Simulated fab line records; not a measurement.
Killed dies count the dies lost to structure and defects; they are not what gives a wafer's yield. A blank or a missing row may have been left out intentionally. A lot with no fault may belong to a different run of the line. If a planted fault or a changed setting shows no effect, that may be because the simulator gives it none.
The tool behind it: which one?	flow nand_harc	Sampling: 24 lots, 72 wafers, 6 of 1159 route steps

WHAT EACH GAUGE READ, for each wafer
No reading from a measuring or inspecting step in the record can be judged against a usual standard deviation.

EACH LOT AND THE TOOL THAT RAN IT (in order: tool; ch and the chambers of the sampled wafers; start)
lot	NHARC_A_STAIRCASE_TRIM_224	NHARC_A_STAIRCASE_ETCH_234	NHARC_A_STAIRCASE_ETCH_236	NHARC_A_STAIRCASE_STRIP_254	NHARC_A_STAIRCASE_DESCUM_291	NHARC_A_STAIRCASE_DESCUM_312
L074	rie_diel-13 ch 0,1,3, day 11 00:35 or earlier	rie_diel-13 ch 1,2,3, day 11 00:35 or earlier	rie_diel-13 ch 0,1,3, day 11 00:35 or earlier	plasma_asher-02 ch 0,1, day 11 00:35	rie_diel-13 ch 0,2,3, day 11 05:22	rie_diel-13 ch 0,1,2, day 11 10:35
L075	rie_diel-02 ch 0,2, day 11 12:38 or earlier	rie_diel-02 ch 0,1,2, day 11 12:38 or earlier	rie_diel-02 ch 0,2, day 11 12:38 or earlier	plasma_asher-01 ch 0,1, day 11 12:38	rie_diel-02 ch 0,2,3, day 11 17:08	rie_diel-02 ch 0,1, day 11 23:17
L076	rie_diel-13 ch 1,2,3, day 11 13:08 or earlier	rie_diel-02 ch 0,1,2, day 11 13:08 or earlier	rie_diel-02 ch 0,3, day 11 13:08 or earlier	plasma_asher-02 ch 0,1, day 11 13:08	rie_diel-06 ch 0,2,3, day 11 17:23	rie_diel-06 ch 1,2,3, day 11 23:07
L078	rie_diel-06 ch 0,1,3, day 11 23:04 or earlier	rie_diel-06 ch 0,2, day 11 23:04 or earlier	rie_diel-06 ch 2,3, day 11 23:04 or earlier	plasma_asher-02 ch 0, day 11 23:04	rie_diel-13 ch 0,2,3, day 12 03:02	rie_diel-06 ch 0,2, day 12 08:22
L077	rie_diel-13 ch 0,2,3, day 11 23:45 or earlier	rie_diel-02 ch 1,2,3, day 11 23:45 or earlier	rie_diel-02 ch 0,2,3, day 11 23:45 or earlier	plasma_asher-01 ch 0,1, day 11 23:45	rie_diel-06 ch 0,2,3, day 12 03:59	rie_diel-06 ch 1,2,3, day 12 08:56
L079	rie_diel-02 ch 0,1,2, day 12 10:56 or earlier	rie_diel-02 ch 0,1,3, day 12 10:56 or earlier	rie_diel-02 ch 0,3, day 12 10:56 or earlier	plasma_asher-02 ch 0,1, day 12 10:56	rie_diel-06 ch 0,1,2, day 12 15:26	rie_diel-06 ch 0,2, day 12 20:44
L080	rie_diel-06 ch 0,1,2, day 12 19:29 or earlier	rie_diel-02 ch 0,1,2, day 12 19:29 or earlier	rie_diel-02 ch 1,2,3, day 12 19:29 or earlier	plasma_asher-02 ch 0,1, day 12 19:29	rie_diel-02 ch 1,2,3, day 12 23:08	rie_diel-13 ch 1,2,3, day 13 04:15
L081	rie_diel-02 ch 1,2,3, day 12 20:09 or earlier	rie_diel-02 ch 0,2,3, day 12 20:09 or earlier	rie_diel-02 ch 1,2,3, day 12 20:09 or earlier	plasma_asher-02 ch 0,1, day 12 20:09	rie_diel-13 ch 1,2,3, day 12 23:51	rie_diel-02 ch 0,1,2, day 13 05:01
L082	rie_diel-02 ch 0,2,3, day 13 06:18 or earlier	rie_diel-13 ch 0,2,3, day 13 06:18 or earlier	rie_diel-13 ch 0,1,2, day 13 06:18 or earlier	plasma_asher-02 ch 0,1, day 13 06:18	rie_diel-06 ch 0,1,3, day 13 10:25	rie_diel-13 ch 1,2,3, day 13 22:43
L083	rie_diel-02 ch 1,2, day 13 06:35 or earlier	rie_diel-02 ch 0,3, day 13 06:35 or earlier	rie_diel-02 ch 1,2,3, day 13 06:35 or earlier	plasma_asher-02 ch 0,1, day 13 06:35	rie_diel-02 ch 0,1,2, day 13 12:20	rie_diel-06 ch 0,3, day 13 23:59
L084	rie_diel-06 ch 0,1,2, day 13 11:40 or earlier	rie_diel-06 ch 1,3, day 13 11:40 or earlier	rie_diel-06 ch 0,1, day 13 11:40 or earlier	plasma_asher-02 ch 0,1, day 13 11:40	rie_diel-02 ch 2,3, day 13 20:52	rie_diel-02 ch 0,2, day 14 03:11
L088	rie_diel-06 ch 0,2,3, day 14 10:31 or earlier	rie_diel-06 ch 0,1,2, day 14 10:31 or earlier	rie_diel-06 ch 0,1,3, day 14 10:31 or earlier	plasma_asher-02 ch 0,1, day 14 10:31	rie_diel-13 ch 1,2,3, day 14 14:08	rie_diel-13 ch 1,2,3, day 14 20:19
L087	rie_diel-06 ch 1,2,3, day 14 12:54 or earlier	rie_diel-13 ch 0,2, day 14 12:54 or earlier	rie_diel-13 ch 0,1,2, day 14 12:54 or earlier	plasma_asher-01 ch 0,1, day 14 12:54	rie_diel-13 ch 2,3, day 14 16:37	rie_diel-13 ch 0,1,2, day 14 22:10
L086	rie_diel-06 ch 0,2, day 14 14:47 or earlier	rie_diel-06 ch 0,1,2, day 14 14:47 or earlier	rie_diel-06 ch 0,2, day 14 14:47 or earlier	plasma_asher-01 ch 0,1, day 14 14:47	rie_diel-13 ch 0,1, day 14 18:28	rie_diel-06 ch 1,2, day 14 23:42
L089	rie_diel-02 ch 0,1,3, day 14 15:53 or earlier	rie_diel-06 ch 2,3, day 14 15:53	rie_diel-06 ch 0,3, day 14 18:10 or earlier	plasma_asher-01 ch 0,1, day 14 18:10	rie_diel-06 ch 0,1, day 14 21:38	rie_diel-02 ch 0,1,3, day 15 05:37
L085	rie_diel-06 ch 1,2,3, day 14 20:34 or earlier	rie_diel-06 ch 1,2,3, day 14 20:34 or earlier	rie_diel-06 ch 1,2,3, day 14 20:34 or earlier	plasma_asher-02 ch 0,1, day 14 20:34	rie_diel-13 ch 2,3, day 15 00:03	rie_diel-13 ch 0,2, day 15 05:45
L090	rie_diel-02 ch 0,2,3, day 15 12:31 or earlier	rie_diel-02 ch 0,1,3, day 15 12:31 or earlier	rie_diel-02 ch 0,1,2, day 15 12:31 or earlier	plasma_asher-01 ch 0, day 15 12:31	rie_diel-02 ch 0,3, day 15 16:12	rie_diel-02 ch 0,2, day 15 23:10
L091	rie_diel-02 ch 1,3, day 15 14:09 or earlier	rie_diel-06 ch 1,2,3, day 15 14:09 or earlier	rie_diel-06 ch 0,2,3, day 15 14:09 or earlier	plasma_asher-01 ch 0,1, day 15 14:09	rie_diel-06 ch 0,2,3, day 15 17:50	rie_diel-06 ch 0,1,3, day 16 02:22
L092	rie_diel-13 ch 0,1,3, day 15 15:50 or earlier	rie_diel-13 ch 0,2, day 15 15:50 or earlier	rie_diel-13 ch 0,1,2, day 15 15:50 or earlier	plasma_asher-02 ch 1, day 15 15:50	rie_diel-06 ch 0,3, day 15 19:41	rie_diel-06 ch 0,1,3, day 16 06:16
L093	rie_diel-13 ch 0,2,3, day 15 18:17 or earlier	rie_diel-06 ch 1,2, day 15 18:17 or earlier	rie_diel-06 ch 1,2,3, day 15 18:17 or earlier	plasma_asher-02 ch 0,1, day 15 18:17	rie_diel-13 ch 2,3, day 15 23:43	rie_diel-06 ch 1,3, day 16 09:55
L094	rie_diel-06 ch 1,2,3, day 16 08:28 or earlier	rie_diel-02 ch 0,1, day 16 08:28 or earlier	rie_diel-02 ch 0,1,2, day 16 08:28 or earlier	plasma_asher-01 ch 0,1, day 16 08:28	rie_diel-06 ch 0,1, day 16 13:47	rie_diel-02 ch 1,2,3, day 16 21:47
L097	rie_diel-06 ch 0,1, day 16 13:10 or earlier	rie_diel-02 ch 0,2,3, day 16 13:10 or earlier	rie_diel-02 ch 0,1,3, day 16 13:10 or earlier	plasma_asher-01 ch 0,1, day 16 13:10	rie_diel-13 ch 0,1,3, day 16 19:32	rie_diel-02 ch 2,3, day 17 00:52
L096	rie_diel-13 ch 2,3, day 16 16:19 or earlier	rie_diel-13 ch 0,2, day 16 16:19 or earlier	rie_diel-13 ch 1,3, day 16 16:19 or earlier	plasma_asher-01 ch 0,1, day 16 16:19	rie_diel-06 ch 0,2,3, day 16 23:17	rie_diel-02 ch 0,1,3, day 17 06:23
L095	rie_diel-06 ch 0,2,3, day 17 03:34 or earlier	rie_diel-06 ch 0,2,3, day 17 03:34 or earlier	rie_diel-06 ch 0,2,3, day 17 03:34 or earlier	plasma_asher-02 ch 0,1, day 17 03:34	rie_diel-13 ch 0,2,3, day 17 07:07	rie_diel-06 ch 0,1,2, day 17 12:49
- NHARC_A_STAIRCASE_TRIM_224: chemistry O2, time 211.2 s.
- NHARC_A_STAIRCASE_ETCH_234: etches the open film in C4F8/O2, target depth 100 nm, time 40.5 s.
- NHARC_A_STAIRCASE_ETCH_236: etches the open film in C4F8/O2, target depth 100 nm, time 40.5 s.
- NHARC_A_STAIRCASE_STRIP_254: strips in O2.
- NHARC_A_STAIRCASE_DESCUM_291: chemistry O2, time 3 s.
- NHARC_A_STAIRCASE_DESCUM_312: chemistry O2, time 3 s.

AS READ BY THE TOOLS THEMSELVES (means over the sampled wafers that have a number; for cases with no such wafer, the mark the record gives instead)
NHARC_A_STAIRCASE_TRIM_224. Usual: drypump_motor_current_A 5.7 A, standard deviation 0.38; oes_product_au 1.001 a.u., standard deviation 0.0097; rf_vpp_V 57.8 V, standard deviation 0.83; showerhead_plenum_p_Torr 3.49 Torr, standard deviation 0.15; throttle_valve_pct 17.037 %, standard deviation 0.0097.
lot	tool	drypump_motor_current_A (A)	oes_product_au (a.u.)	rf_vpp_V (V)	showerhead_plenum_p_Torr (Torr)	throttle_valve_pct (%)	flag
L074	rie_diel-13	5.5	1.008	58.5	3.51	17.032	
L075	rie_diel-02	5.7	1.006	58.2	3.57	17.039	
L076	rie_diel-13	5.7	0.999	57.5	3.51	17.036	
L078	rie_diel-06	5.7	1.003	58.0	3.43	17.041	
L077	rie_diel-13	5.5	0.999	58.2	3.45	17.039	
L079	rie_diel-02	5.9	1.008	58.1	3.51	17.041	
L080	rie_diel-06	5.5	1.007	58.1	3.59	17.037	
L081	rie_diel-02	5.8	1.003	58.0	3.60	17.029	
L082	rie_diel-02	5.9	1.009	56.8	3.53	17.045	
L083	rie_diel-02	5.7	0.999	57.4	3.58	17.032	
L084	rie_diel-06	5.5	1.002	58.3	3.59	17.030	
L088	rie_diel-06	5.5	0.996	57.3	3.50	17.032	
L087	rie_diel-06	5.8	0.999	57.5	3.54	17.040	
L086	rie_diel-06	5.2	0.990	58.1	3.54	17.036	
L089	rie_diel-02	6.1	1.003	58.0	3.48	17.041	
L085	rie_diel-06	5.8	1.001	57.9	3.54	17.045	
L090	rie_diel-02	5.9	1.014	57.0	3.52	17.041	
L091	rie_diel-02	6.0	1.005	58.0	3.54	17.044	
L092	rie_diel-13	5.5	0.991	57.7	3.49	17.043	
L093	rie_diel-13	5.5	1.000	58.3	3.44	17.038	
L094	rie_diel-06	5.8	0.995	58.3	3.54	17.035	
L097	rie_diel-06	5.7	1.009	57.6	3.49	17.045	
L096	rie_diel-13	5.7	1.001	58.3	3.44	17.040	
L095	rie_diel-06	5.5	0.996	57.9	3.48	17.037	

NHARC_A_STAIRCASE_ETCH_234. Usual: oes_product_au 0.947 a.u., standard deviation 0.017; rf_vpp_V 895 V, standard deviation 5.6.
lot	tool	oes_product_au (a.u.)	rf_vpp_V (V)	flag
L074	rie_diel-13	0.950	896	
L075	rie_diel-02	0.940	896	
L076	rie_diel-02	0.953	895	
L078	rie_diel-06	0.953	896	
L077	rie_diel-02	0.966	898	
L079	rie_diel-02	0.932	894	
L080	rie_diel-02	0.939	895	
L081	rie_diel-02	0.949	896	
L082	rie_diel-13	0.929	893	
L083	rie_diel-02	0.951	895	
L084	rie_diel-06	0.952	890	
L088	rie_diel-06	0.939	898	
L087	rie_diel-13	0.943	890	
L086	rie_diel-06	0.920	898	
L089	rie_diel-06	0.989	893	
L085	rie_diel-06	0.946	896	
L090	rie_diel-02	0.944	895	
L091	rie_diel-06	0.953	896	
L092	rie_diel-13	0.943	890	
L093	rie_diel-06	0.944	902	
L094	rie_diel-02	0.921	890	
L097	rie_diel-02	0.968	896	
L096	rie_diel-13	0.934	892	
L095	rie_diel-06	0.948	895	

NHARC_A_STAIRCASE_ETCH_236. Usual: oes_product_au 0.944 a.u., standard deviation 0.012; rf_vpp_V 895 V, standard deviation 5.8.
lot	tool	oes_product_au (a.u.)	rf_vpp_V (V)	flag
L074	rie_diel-13	0.949	895	
L075	rie_diel-02	0.942	893	
L076	rie_diel-02	0.941	896	
L078	rie_diel-06	0.934	894	
L077	rie_diel-02	0.953	896	
L079	rie_diel-02	0.944	895	
L080	rie_diel-02	0.944	899	
L081	rie_diel-02	0.944	899	
L082	rie_diel-13	0.935	892	
L083	rie_diel-02	0.946	898	
L084	rie_diel-06	0.943	896	
L088	rie_diel-06	0.950	892	
L087	rie_diel-13	0.952	892	
L086	rie_diel-06	0.925	896	
L089	rie_diel-06	0.969	890	
L085	rie_diel-06	0.948	896	
L090	rie_diel-02	0.935	895	
L091	rie_diel-06	0.939	895	
L092	rie_diel-13	0.943	892	
L093	rie_diel-06	0.947	896	
L094	rie_diel-02	0.935	895	
L097	rie_diel-02	0.949	894	
L096	rie_diel-13	0.946	897	
L095	rie_diel-06	0.937	894	

NHARC_A_STAIRCASE_STRIP_254. Usual: drypump_motor_current_A 5.8 A, standard deviation 0.59; heater_power_w 334 W, standard deviation 24.
lot	tool	drypump_motor_current_A (A)	heater_power_w (W)	flag
L074	plasma_asher-02	6.2	331	
L075	plasma_asher-01	5.5	317	
L076	plasma_asher-02	5.8	335	
L078	plasma_asher-02	5.3	345	
L077	plasma_asher-01	5.4	323	
L079	plasma_asher-02	6.2	330	
L080	plasma_asher-02	6.3	328	
L081	plasma_asher-02	6.2	331	
L082	plasma_asher-02	5.8	334	
L083	plasma_asher-02	6.3	330	
L084	plasma_asher-02	5.8	335	
L088	plasma_asher-02	5.8	334	
L087	plasma_asher-01	5.4	330	
L086	plasma_asher-01	5.4	332	
L089	plasma_asher-01	5.4	323	
L085	plasma_asher-02	6.2	327	
L090	plasma_asher-01	5.5	306	
L091	plasma_asher-01	5.4	353	
L092	plasma_asher-02	6.7	321	
L093	plasma_asher-02	6.2	326	
L094	plasma_asher-01	5.4	317	
L097	plasma_asher-01	5.4	351	
L096	plasma_asher-01	5.5	329	
L095	plasma_asher-02	5.8	334	

NHARC_A_STAIRCASE_DESCUM_291. Usual: drypump_motor_current_A 5.6 A, standard deviation 0.36; oes_product_au 1.001 a.u., standard deviation 0.011; rf_vpp_V 57.7 V, standard deviation 1; showerhead_plenum_p_Torr 1.89 Torr, standard deviation 0.08; throttle_valve_pct 11.310 %, standard deviation 0.0088.
lot	tool	drypump_motor_current_A (A)	oes_product_au (a.u.)	rf_vpp_V (V)	showerhead_plenum_p_Torr (Torr)	throttle_valve_pct (%)	flag
L074	rie_diel-13	5.5	1.016	58.2	1.87	11.313	
L075	rie_diel-02	5.9	1.014	57.6	1.92	11.305	
L076	rie_diel-06	5.5	0.993	57.9	1.90	11.317	
L078	rie_diel-13	5.5	1.001	57.1	1.87	11.307	
L077	rie_diel-06	5.5	0.998	58.1	1.90	11.312	
L079	rie_diel-06	5.5	1.012	58.1	1.95	11.315	
L080	rie_diel-02	5.7	1.006	58.2	1.96	11.318	
L081	rie_diel-13	5.7	0.997	57.4	1.90	11.312	
L082	rie_diel-06	5.7	0.995	57.0	1.85	11.312	
L083	rie_diel-02	5.9	1.010	56.7	1.90	11.316	
L084	rie_diel-02	5.7	1.012	56.5	1.97	11.310	
L088	rie_diel-13	5.7	1.001	56.4	1.90	11.311	
L087	rie_diel-13	5.7	0.994	57.9	1.90	11.310	
L086	rie_diel-13	5.4	0.991	58.3	1.89	11.316	
L089	rie_diel-06	5.7	1.009	57.9	1.90	11.306	
L085	rie_diel-13	5.7	0.990	57.6	1.90	11.312	
L090	rie_diel-02	6.1	1.014	58.0	1.89	11.314	
L091	rie_diel-06	5.5	0.997	58.1	1.89	11.306	
L092	rie_diel-06	5.4	0.986	56.8	1.82	11.311	
L093	rie_diel-13	5.7	0.996	58.1	1.90	11.322	
L094	rie_diel-06	5.4	0.998	57.3	1.87	11.315	
L097	rie_diel-13	5.5	1.003	57.5	1.88	11.315	
L096	rie_diel-06	5.5	1.000	57.8	1.89	11.315	
L095	rie_diel-13	5.5	0.993	57.0	1.86	11.309	

NHARC_A_STAIRCASE_DESCUM_312. Usual: drypump_motor_current_A 5.7 A, standard deviation 0.39; oes_product_au 1.001 a.u., standard deviation 0.012; rf_vpp_V 57.7 V, standard deviation 0.94; showerhead_plenum_p_Torr 1.89 Torr, standard deviation 0.087; throttle_valve_pct 11.311 %, standard deviation 0.0082.
lot	tool	drypump_motor_current_A (A)	oes_product_au (a.u.)	rf_vpp_V (V)	showerhead_plenum_p_Torr (Torr)	throttle_valve_pct (%)	flag
L074	rie_diel-13	5.5	1.009	57.9	1.87	11.303	
L075	rie_diel-02	6.2	1.003	56.7	1.83	11.308	
L076	rie_diel-06	5.8	0.995	58.4	1.93	11.310	
L078	rie_diel-06	5.3	1.003	58.7	2.00	11.311	
L077	rie_diel-06	5.8	1.004	58.0	1.93	11.314	
L079	rie_diel-06	5.2	1.001	56.8	1.92	11.314	
L080	rie_diel-13	5.7	0.994	58.2	1.90	11.312	
L081	rie_diel-02	5.9	1.001	57.4	1.90	11.317	
L082	rie_diel-13	5.7	1.007	57.8	1.90	11.317	
L083	rie_diel-06	5.7	0.998	56.7	1.80	11.313	
L084	rie_diel-02	5.7	1.015	58.5	1.93	11.306	
L088	rie_diel-13	5.7	0.994	57.9	1.90	11.303	
L087	rie_diel-13	5.5	0.997	56.6	1.86	11.307	
L086	rie_diel-06	5.6	1.005	58.4	2.02	11.312	
L089	rie_diel-02	6.1	1.004	57.9	1.88	11.311	
L085	rie_diel-13	5.3	0.990	56.7	1.82	11.315	
L090	rie_diel-02	6.1	1.006	57.4	1.85	11.303	
L091	rie_diel-06	5.7	0.991	57.8	1.84	11.309	
L092	rie_diel-06	5.7	0.997	57.7	1.84	11.315	
L093	rie_diel-06	6.0	1.003	57.5	1.87	11.312	
L094	rie_diel-02	5.8	1.004	58.6	1.95	11.309	
L097	rie_diel-02	5.7	1.017	58.0	1.96	11.313	
L096	rie_diel-02	6.1	1.007	57.8	1.88	11.306	
L095	rie_diel-06	5.5	0.995	58.3	1.94	11.315	

THE ANSWER, worked out from the rows above alone
Rule: a lot counts as off when the mean over its wafers that have a number is more than 3 standard deviations away from the usual mean. Also off: a lot with no number at a reading for which 4 or more lots have one. Any other lot the step has rows for is counted as sound. First the gauges in route order, then the tools' own readings, where a lot's mean is used as printed above. The first step at which some lot is off is used, and at that step the reading that is off furthest; a lot without a number counts as furthest.
No lot is off at any reading shown: from this, nothing can be told.

WHAT WAS PUT IN BY THE SIMULATOR
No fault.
